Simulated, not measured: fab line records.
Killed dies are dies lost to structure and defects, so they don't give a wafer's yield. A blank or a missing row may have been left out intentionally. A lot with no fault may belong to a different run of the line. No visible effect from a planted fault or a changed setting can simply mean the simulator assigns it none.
fab line records	flow nand_harc
record lots=24	wafers=72	last_day=34
route steps=1302 shown A_BLC@1128 A_M0@1153 A_M1@1180
lots that met no fault: taken from a fault-free run of the same line
start_h: hours from the record's opening day to when the first of the lot's shown wafers began	wait_h: hours since the lot's step before	" as in the row above	L1.1+2: several wafers, shown together as one row	- no value, or no start given	* or withheld: withheld	< > ~ a bound
route shown NAME@n: names a module that has steps shown in the file, with the first one's number in the route	usual: the fault-free wafers' mean and standard deviation	same: alike in all rows	chamber/n: place in a boat	sites: the reading at each site	_std_site: standard deviation of those values	_edge_site: outer sites' mean less inner sites'	radius_mm: for every site, how far away it sits from the centre of the wafer	mask NAME#n: copy n	behind: the tool/chamber that last shaped the wafer	hold: why the lot was held/for how many hours/how that ended	device: the n, p or np transistor that did not switch	end of line: tests run on the same wafers once the route is complete	where a step has no rows: the recipe by itself	killed: at the first sort, the dies lost to defects and structure; wafer yield is something else	map: per-die view of a wafer (x killed, . not killed, _ where there is no die)
set.NAME: the setting the step ran with; set.NAME@STEP: the setting that earlier step ran with	model.NAME: the simulator's own value behind a step, which no gauge read
one table for each step of the route and one row for each wafer, over a sample of lots
services: the hour from which a tool's chamber was out of use, counted from the record's first day as start_h (under 0 if before that day), plus the number of hours and why
## steps
# step NHARC_A_BLC_DEGAS_30
# recipe temp_c=300	time_s=60
# usual heater_power_w=496/41
# same time_s=60
lot.wafer	tool	chamber	start_h	wait_h	heater_power_w
L074.1	pvd_sputter-02	-	509.11	-	396
L074.3	"	-	"	"	556
L074.2	"	-	"	"	517
L075.2	pvd_sputter-02	-	534.69	-	577
L075.3	"	-	"	"	455
L075.6	"	-	"	"	563
L076.1	pvd_sputter-01	-	535.24	-	502
L076.5	"	-	"	"	550
L076.6	"	-	"	"	515
L078.3	pvd_sputter-01	-	549.91	-	555
L078.6	"	-	"	"	525
L078.5	"	-	"	"	492
L077.3	pvd_sputter-01	-	551.30	-	570
L077.4	"	-	"	"	511
L077.5	"	-	"	"	557
L079.1	pvd_sputter-03	-	552.76	-	484
L079.6	"	-	"	"	449
L079.5	"	-	"	"	487
L081.2	pvd_sputter-01	-	573.99	-	551
L081.3	"	-	"	"	537
L081.4	"	-	"	"	449
L080.1	pvd_sputter-02	-	591.20	-	462
L080.4	"	-	"	"	398
L080.5	"	-	"	"	576
L082.2	pvd_sputter-01	-	607.94	-	561
L082.3	"	-	"	"	470
L082.5	"	-	"	"	509
L084.1	pvd_sputter-03	-	613.32	-	484
L084.2	"	-	"	"	486
L084.6	"	-	"	"	445
L083.4	pvd_sputter-01	-	621.74	-	489
L083.1	"	-	"	"	499
L083.2	"	-	"	"	470
L086.4	pvd_sputter-02	-	628.51	-	459
L086.1	"	-	"	"	509
L086.5	"	-	"	"	450
L085.2	pvd_sputter-01	-	641.12	-	523
L085.4	"	-	"	"	477
L085.5	"	-	"	"	509
L087.2	pvd_sputter-03	-	641.87	-	490
L087.3	"	-	"	"	481
L087.1	"	-	"	"	448
L090.3	pvd_sputter-03	-	669.83	-	487
L090.4	"	-	"	"	463
L090.5	"	-	"	"	463
L091.2	pvd_sputter-03	-	673.74	-	455
L091.1	"	-	"	"	474
L091.6	"	-	"	"	448
L089.1	pvd_sputter-01	-	675.18	-	513
L089.3	"	-	"	"	463
L089.5	"	-	"	"	534
L088.2	pvd_sputter-01	-	678.01	-	500
L088.3	"	-	"	"	470
L088.5	"	-	"	"	473
L092.2	pvd_sputter-01	-	695.10	-	466
L092.5	"	-	"	"	498
L092.6	"	-	"	"	483
L094.3	pvd_sputter-01	-	713.02	-	492
L094.1	"	-	"	"	468
L094.4	"	-	"	"	537
L093.1	pvd_sputter-01	-	713.87	-	506
L093.4	"	-	"	"	459
L093.5	"	-	"	"	553
L095.2	pvd_sputter-01	-	719.00	-	486
L095.3	"	-	"	"	475
L095.6	"	-	"	"	545
L096.4	pvd_sputter-03	-	744.52	-	485
L096.6	"	-	"	"	471
L096.5	"	-	"	"	477
L097.2	pvd_sputter-03	-	766.89	-	493
L097.4	"	-	"	"	459
L097.1	"	-	"	"	473
# step NHARC_A_M0_CD_MEAS_16
# usual cd_nm=80.1/0.59
lot.wafer	tool	chamber	start_h	wait_h	cd_nm
L074.1	cd_sem-03	-	512.00	-	80.1
L074.2	"	-	"	"	80.2
L074.3	"	-	"	"	80.4
L075.2	cd_sem-01	-	537.33	-	80.4
L075.3	"	-	"	"	81.8
L075.6	"	-	"	"	81.7
L076.1	cd_sem-03	-	538.03	-	79.3
L076.5	"	-	"	"	79.6
L076.6	"	-	"	"	79.5
L078.3	cd_sem-02	-	552.59	-	78.7
L078.5	"	-	"	"	80.1
L078.6	"	-	"	"	80.0
L077.3	cd_sem-03	-	554.52	-	80.1
L077.4	"	-	"	"	79.6
L077.5	"	-	"	"	79.3
L079.1	cd_sem-03	-	555.51	-	80.0
L079.5	"	-	"	"	80.1
L079.6	"	-	"	"	80.7
L081.2	cd_sem-01	-	576.82	-	79.7
L081.3	"	-	"	"	80.5
L081.4	"	-	"	"	80.2
L080.1	cd_sem-02	-	594.31	-	80.4
L080.4	"	-	"	"	80.2
L080.5	"	-	"	"	80.3
L082.2	cd_sem-02	-	610.71	-	81.4
L082.3	"	-	"	"	80.3
L082.5	"	-	"	"	80.3
L084.1	cd_sem-02	-	615.94	-	79.9
L084.2	"	-	"	"	80.2
L084.6	"	-	"	"	80.7
L083.1	cd_sem-01	-	624.51	-	79.8
L083.2	"	-	"	"	79.5
L083.4	"	-	"	"	80.1
L086.1	cd_sem-02	-	631.15	-	80.1
L086.4	"	-	"	"	80.6
L086.5	"	-	"	"	81.2
L085.2	cd_sem-02	-	643.93	-	80.4
L085.4	"	-	"	"	80.1
L085.5	"	-	"	"	79.7
L087.1	cd_sem-03	-	644.70	-	79.9
L087.2	"	-	"	"	79.7
L087.3	"	-	"	"	79.8
L090.3	cd_sem-03	-	672.87	-	79.4
L090.4	"	-	"	"	80.4
L090.5	"	-	"	"	80.2
L091.1	cd_sem-02	-	676.36	-	80.4
L091.2	"	-	"	"	80.4
L091.6	"	-	"	"	81.0
L089.1	cd_sem-03	-	677.81	-	79.1
L089.3	"	-	"	"	79.0
L089.5	"	-	"	"	79.2
L088.2	cd_sem-02	-	680.68	-	79.2
L088.3	"	-	"	"	78.8
L088.5	"	-	"	"	79.4
L092.2	cd_sem-01	-	697.75	-	80.0
L092.5	"	-	"	"	80.4
L092.6	"	-	"	"	80.1
L094.1	cd_sem-03	-	715.83	-	79.9
L094.3	"	-	"	"	79.6
L094.4	"	-	"	"	79.5
L093.1	cd_sem-02	-	716.50	-	79.2
L093.4	"	-	"	"	79.2
L093.5	"	-	"	"	78.9
L095.2	cd_sem-02	-	722.13	-	80.5
L095.3	"	-	"	"	80.0
L095.6	"	-	"	"	80.7
L096.4	cd_sem-01	-	747.28	-	80.3
L096.5	"	-	"	"	80.4
L096.6	"	-	"	"	80.7
L097.1	cd_sem-01	-	769.65	-	79.3
L097.2	"	-	"	"	80.0
L097.4	"	-	"	"	80.3
# step NHARC_A_M0_INSPECT_27
# usual raw_defect_count=536/140
lot.wafer	tool	chamber	start_h	wait_h	raw_defect_count
L074.1	defect_inspect-02	-	514.26	0.0	1091
L074.2	"	-	"	"	767
L074.3	"	-	"	"	650
L075.2	defect_inspect-01	-	539.48	0.0	736
L075.3	"	-	"	"	519
L075.6	"	-	"	"	518
L076.1	defect_inspect-02	-	540.23	0.0	328
L076.5	"	-	"	"	365
L076.6	"	-	"	"	389
L078.3	defect_inspect-02	-	554.76	0.0	500
L078.5	"	-	"	"	496
L078.6	"	-	"	"	436
L077.3	defect_inspect-01	-	556.72	0.0	660
L077.4	"	-	"	"	528
L077.5	"	-	"	"	587
L079.1	defect_inspect-02	-	557.74	0.0	716
L079.5	"	-	"	"	521
L079.6	"	-	"	"	647
L081.2	defect_inspect-02	-	578.97	0.0	418
L081.3	"	-	"	"	490
L081.4	"	-	"	"	569
L080.1	defect_inspect-02	-	596.66	0.0	496
L080.4	"	-	"	"	651
L080.5	"	-	"	"	558
L082.2	defect_inspect-01	-	612.89	0.0	335
L082.3	"	-	"	"	482
L082.5	"	-	"	"	454
L084.1	defect_inspect-01	-	618.12	0.0	463
L084.2	"	-	"	"	517
L084.6	"	-	"	"	536
L083.1	defect_inspect-01	-	626.70	0.0	326
L083.2	"	-	"	"	307
L083.4	"	-	"	"	337
L086.1	defect_inspect-01	-	633.32	0.0	405
L086.4	"	-	"	"	490
L086.5	"	-	"	"	443
L085.2	defect_inspect-02	-	646.10	0.0	386
L085.4	"	-	"	"	526
L085.5	"	-	"	"	512
L087.1	defect_inspect-01	-	646.88	0.0	575
L087.2	"	-	"	"	582
L087.3	"	-	"	"	536
L090.3	defect_inspect-01	-	675.03	0.0	703
L090.4	"	-	"	"	622
L090.5	"	-	"	"	523
L091.1	defect_inspect-01	-	678.53	0.0	700
L091.2	"	-	"	"	755
L091.6	"	-	"	"	873
L089.1	defect_inspect-02	-	679.98	0.0	556
L089.3	"	-	"	"	572
L089.5	"	-	"	"	584
L088.2	defect_inspect-02	-	682.86	0.0	567
L088.3	"	-	"	"	572
L088.5	"	-	"	"	465
L092.2	defect_inspect-02	-	699.99	0.0	390
L092.5	"	-	"	"	388
L092.6	"	-	"	"	357
L094.1	defect_inspect-01	-	718.02	0.0	348
L094.3	"	-	"	"	365
L094.4	"	-	"	"	461
L093.1	defect_inspect-02	-	718.67	0.0	676
L093.4	"	-	"	"	665
L093.5	"	-	"	"	877
L095.2	defect_inspect-02	-	724.32	0.0	493
L095.3	"	-	"	"	355
L095.6	"	-	"	"	395
L096.4	defect_inspect-01	-	749.44	0.0	578
L096.5	"	-	"	"	508
L096.6	"	-	"	"	575
L097.1	defect_inspect-01	-	771.83	0.0	420
L097.2	"	-	"	"	376
L097.4	"	-	"	"	555
# step NHARC_A_M1_OVL_MEAS_10
# recipe pitch_nm=240
# usual overlay_x_nm=0.1/0.84	overlay_y_nm=0.2/0.87
lot.wafer	tool	chamber	start_h	wait_h	overlay_x_nm	overlay_y_nm
L074.1	overlay-01	-	515.62	-	-2.0	-0.3
L074.2	"	-	"	"	-1.5	0.6
L074.3	"	-	"	"	-1.4	0.3
L075.2	overlay-02	-	540.95	-	-0.5	-0.3
L075.3	"	-	"	"	-0.8	-0.3
L075.6	"	-	"	"	-0.5	-0.1
L076.1	overlay-01	-	541.58	-	0.2	-0.4
L076.5	"	-	"	"	0.7	-0.5
L076.6	"	-	"	"	0.6	0.0
L078.3	overlay-01	-	556.24	-	0.3	-0.8
L078.5	"	-	"	"	0.0	-0.5
L078.6	"	-	"	"	0.0	-1.1
L077.3	overlay-02	-	558.08	-	0.5	1.0
L077.4	"	-	"	"	0.5	0.4
L077.5	"	-	"	"	0.2	0.7
L079.1	overlay-02	-	559.77	-	1.2	0.6
L079.5	"	-	"	"	1.0	0.5
L079.6	"	-	"	"	1.0	0.1
L081.2	overlay-01	-	580.47	-	-0.2	1.0
L081.3	"	-	"	"	-0.5	0.5
L081.4	"	-	"	"	0.2	0.5
L080.1	overlay-01	-	598.21	-	0.4	0.9
L080.4	"	-	"	"	0.8	0.2
L080.5	"	-	"	"	0.2	0.1
L082.2	overlay-02	-	614.25	-	-0.2	-0.4
L082.3	"	-	"	"	-0.2	0.4
L082.5	"	-	"	"	-0.7	0.0
L084.1	overlay-02	-	619.96	-	-0.2	-0.9
L084.2	"	-	"	"	-0.3	-0.1
L084.6	"	-	"	"	-0.2	-0.9
L083.1	overlay-02	-	628.21	-	-0.8	1.5
L083.2	"	-	"	"	-0.2	1.7
L083.4	"	-	"	"	-0.5	1.1
L086.1	overlay-02	-	634.83	-	0.2	-1.6
L086.4	"	-	"	"	0.2	-1.3
L086.5	"	-	"	"	0.2	-1.0
L085.2	overlay-02	-	647.58	-	3.0	1.3
L085.4	"	-	"	"	3.0	0.9
L085.5	"	-	"	"	2.9	1.2
L087.1	overlay-01	-	648.37	-	0.9	1.7
L087.2	"	-	"	"	0.4	1.1
L087.3	"	-	"	"	0.3	1.0
L090.3	overlay-01	-	676.36	-	0.8	0.3
L090.4	"	-	"	"	0.9	0.6
L090.5	"	-	"	"	0.9	0.0
L091.1	overlay-02	-	680.01	-	0.9	-1.1
L091.2	"	-	"	"	1.2	-0.8
L091.6	"	-	"	"	0.9	-0.8
L089.1	overlay-01	-	681.89	-	-0.2	-0.1
L089.3	"	-	"	"	-0.2	-0.5
L089.5	"	-	"	"	0.0	-0.4
L088.2	overlay-01	-	684.32	-	-1.0	-1.6
L088.3	"	-	"	"	-1.1	-1.8
L088.5	"	-	"	"	-0.8	-1.3
L092.2	overlay-01	-	701.35	-	0.1	1.0
L092.5	"	-	"	"	0.1	0.6
L092.6	"	-	"	"	0.0	0.7
L094.1	overlay-01	-	719.51	-	0.1	1.0
L094.3	"	-	"	"	0.2	0.2
L094.4	"	-	"	"	0.1	1.0
L093.1	overlay-01	-	720.05	-	0.1	0.1
L093.4	"	-	"	"	-0.5	0.2
L093.5	"	-	"	"	-0.6	0.6
L095.2	overlay-01	-	725.80	-	0.3	0.8
L095.3	"	-	"	"	-0.2	0.6
L095.6	"	-	"	"	0.3	0.3
L096.4	overlay-02	-	750.80	-	0.6	1.8
L096.5	"	-	"	"	0.3	1.9
L096.6	"	-	"	"	0.5	1.6
L097.1	overlay-02	-	773.20	-	0.3	0.9
L097.2	"	-	"	"	0.1	0.7
L097.4	"	-	"	"	0.3	1.4
# step NHARC_A_M1_PVD_21
# recipe target_thk_a=300	chamber_pressure_pa=5	power_w=5000	substrate_temp_c=30	time_s=20.49	material=Cu
# usual throttle_valve_pct=30.5/0.79
# same time_s=20.49
lot.wafer	tool	chamber	start_h	wait_h	throttle_valve_pct
L074.2	pvd_sputter-01	-	-	-	29.8
L074.1	"	-	"	"	32.5
L074.3	"	-	"	"	29.7
L075.3	pvd_sputter-03	-	-	-	31.7
L075.2	"	-	"	"	30.7
L075.6	"	-	"	"	30.5
L076.1	pvd_sputter-02	-	-	-	30.9
L076.6	"	-	"	"	30.5
L076.5	"	-	"	"	29.8
L078.3	pvd_sputter-03	-	-	-	30.5
L078.6	"	-	"	"	30.7
L078.5	"	-	"	"	30.7
L077.3	pvd_sputter-03	-	-	-	30.8
L077.4	"	-	"	"	30.4
L077.5	"	-	"	"	31.0
L079.1	pvd_sputter-02	-	-	-	30.3
L079.6	"	-	"	"	29.8
L079.5	"	-	"	"	30.9
L081.3	pvd_sputter-01	-	-	-	29.4
L081.2	"	-	"	"	30.8
L081.4	"	-	"	"	32.8
L080.4	pvd_sputter-03	-	-	-	30.6
L080.1	"	-	"	"	30.7
L080.5	"	-	"	"	30.4
L082.3	pvd_sputter-02	-	-	-	30.9
L082.2	"	-	"	"	31.2
L082.5	"	-	"	"	29.8
L084.2	pvd_sputter-02	-	-	-	31.0
L084.1	"	-	"	"	30.5
L084.6	"	-	"	"	29.7
L083.2	pvd_sputter-01	-	-	-	32.3
L083.4	"	-	"	"	29.0
L083.1	"	-	"	"	30.0
L086.1	pvd_sputter-03	-	-	-	30.2
L086.4	"	-	"	"	31.7
L086.5	"	-	"	"	30.1
L085.2	pvd_sputter-02	-	-	-	30.2
L085.4	"	-	"	"	30.4
L085.5	"	-	"	"	29.7
L087.2	pvd_sputter-01	-	-	-	29.0
L087.1	"	-	"	"	30.8
L087.3	"	-	"	"	32.4
L090.3	pvd_sputter-03	-	-	-	31.8
L090.4	"	-	"	"	30.6
L090.5	"	-	"	"	30.1
L091.1	pvd_sputter-02	-	-	-	30.8
L091.2	"	-	"	"	30.4
L091.6	"	-	"	"	29.9
L089.3	pvd_sputter-02	-	-	-	29.6
L089.1	"	-	"	"	30.3
L089.5	"	-	"	"	30.5
L088.2	pvd_sputter-01	-	-	-	30.5
L088.3	"	-	"	"	30.8
L088.5	"	-	"	"	32.5
L092.2	pvd_sputter-02	-	-	-	30.0
L092.5	"	-	"	"	30.3
L092.6	"	-	"	"	30.8
L094.3	pvd_sputter-02	-	-	-	30.3
L094.4	"	-	"	"	29.9
L094.1	"	-	"	"	30.6
L093.4	pvd_sputter-02	-	-	-	30.7
L093.1	"	-	"	"	30.3
L093.5	"	-	"	"	30.4
L095.3	pvd_sputter-01	-	-	-	30.9
L095.2	"	-	"	"	30.7
L095.6	"	-	"	"	30.5
L096.4	pvd_sputter-02	-	-	-	29.5
L096.6	"	-	"	"	31.2
L096.5	"	-	"	"	30.3
L097.4	pvd_sputter-03	-	-	-	30.5
L097.2	"	-	"	"	30.1
L097.1	"	-	"	"	31.5
# step NHARC_A_M1_ANNEAL_31
# recipe temp_c=225	time_s=90
# usual wafer_temp_C_max=225.92/0.26
# same time_s=90
lot.wafer	tool	chamber	start_h	wait_h	wafer_temp_C_max
L074.1	rtp_anneal-02	0	517.50	0.3	225.89
L074.2	"	0	"	"	225.54
L074.3	"	0	"	"	225.96
L075.2	rtp_anneal-02	0	542.85	-	226.26
L075.3	"	0	"	"	226.45
L075.6	"	0	"	"	226.24
L076.1	rtp_anneal-02	0	543.44	-	225.93
L076.5	"	0	"	"	225.91
L076.6	"	0	"	"	225.86
L078.3	rtp_anneal-02	0	558.20	0.3	225.97
L078.5	"	0	"	"	226.34
L078.6	"	0	"	"	225.88
L077.3	rtp_anneal-02	0	560.03	-	225.65
L077.4	"	0	"	"	225.37
L077.5	"	0	"	"	225.56
L079.1	rtp_anneal-02	0	561.65	-	225.66
L079.5	"	0	"	"	225.40
L079.6	"	0	"	"	226.01
L081.2	rtp_anneal-02	0	582.44	0.4	225.85
L081.3	"	0	"	"	226.27
L081.4	"	0	"	"	226.26
L080.1	rtp_anneal-01	0	600.13	0.3	225.79
L080.4	"	0	"	"	225.81
L080.5	"	0	"	"	225.67
L082.2	rtp_anneal-01	0	616.16	0.4	225.83
L082.3	"	0	"	"	226.34
L082.5	"	0	"	"	225.96
L084.1	rtp_anneal-02	0	621.82	-	226.00
L084.2	"	0	"	"	225.95
L084.6	"	0	"	"	226.26
L083.1	rtp_anneal-02	0	630.13	-	225.72
L083.2	"	0	"	"	226.38
L083.4	"	0	"	"	225.87
L086.1	rtp_anneal-02	0	636.68	-	226.17
L086.4	"	0	"	"	225.58
L086.5	"	0	"	"	225.67
L085.2	rtp_anneal-01	0	649.49	-	226.04
L085.4	"	0	"	"	226.07
L085.5	"	0	"	"	225.91
L087.1	rtp_anneal-01	0	650.23	-	225.68
L087.2	"	0	"	"	225.60
L087.3	"	0	"	"	225.76
L090.3	rtp_anneal-02	0	678.34	0.3	225.87
L090.4	"	0	"	"	226.01
L090.5	"	0	"	"	225.91
L091.1	rtp_anneal-01	0	681.94	-	225.88
L091.2	"	0	"	"	226.10
L091.6	"	0	"	"	225.88
L089.1	rtp_anneal-02	0	683.74	-	225.75
L089.3	"	0	"	"	225.69
L089.5	"	0	"	"	225.58
L088.2	rtp_anneal-02	0	686.23	-	226.14
L088.3	"	0	"	"	226.19
L088.5	"	0	"	"	226.38
L092.2	rtp_anneal-02	0	703.30	0.4	226.43
L092.5	"	0	"	"	226.21
L092.6	"	0	"	"	225.84
L094.1	rtp_anneal-02	0	721.35	-	225.85
L094.3	"	0	"	"	225.64
L094.4	"	0	"	"	226.08
L093.1	rtp_anneal-02	0	721.91	0.3	226.25
L093.4	"	0	"	"	226.34
L093.5	"	0	"	"	226.17
L095.2	rtp_anneal-01	0	727.70	-	225.48
L095.3	"	0	"	"	226.15
L095.6	"	0	"	"	225.99
L096.4	rtp_anneal-01	0	752.89	-	226.03
L096.5	"	0	"	"	225.92
L096.6	"	0	"	"	225.67
L097.1	rtp_anneal-02	0	775.10	0.3	226.65
L097.2	"	0	"	"	225.72
L097.4	"	0	"	"	225.99
## services
tool	chamber	start_h	hours	kind
pvd_sputter-03	-	526.04	10.0	pm
pvd_sputter-01	-	534.15	0.6	repair
pvd_sputter-01	-	584.46	10.0	pm
pvd_sputter-02	-	623.66	1.9	repair
pvd_sputter-02	-	638.31	10.0	pm
pvd_sputter-03	-	704.04	10.0	pm
pvd_sputter-03	-	730.93	4.5	repair
rtp_anneal-02	-	744.02	12.0	pm
pvd_sputter-03	-	759.40	1.8	repair
pvd_sputter-01	-	762.46	10.0	pm
pvd_sputter-01	-	772.59	4.1	repair
## key
fault none
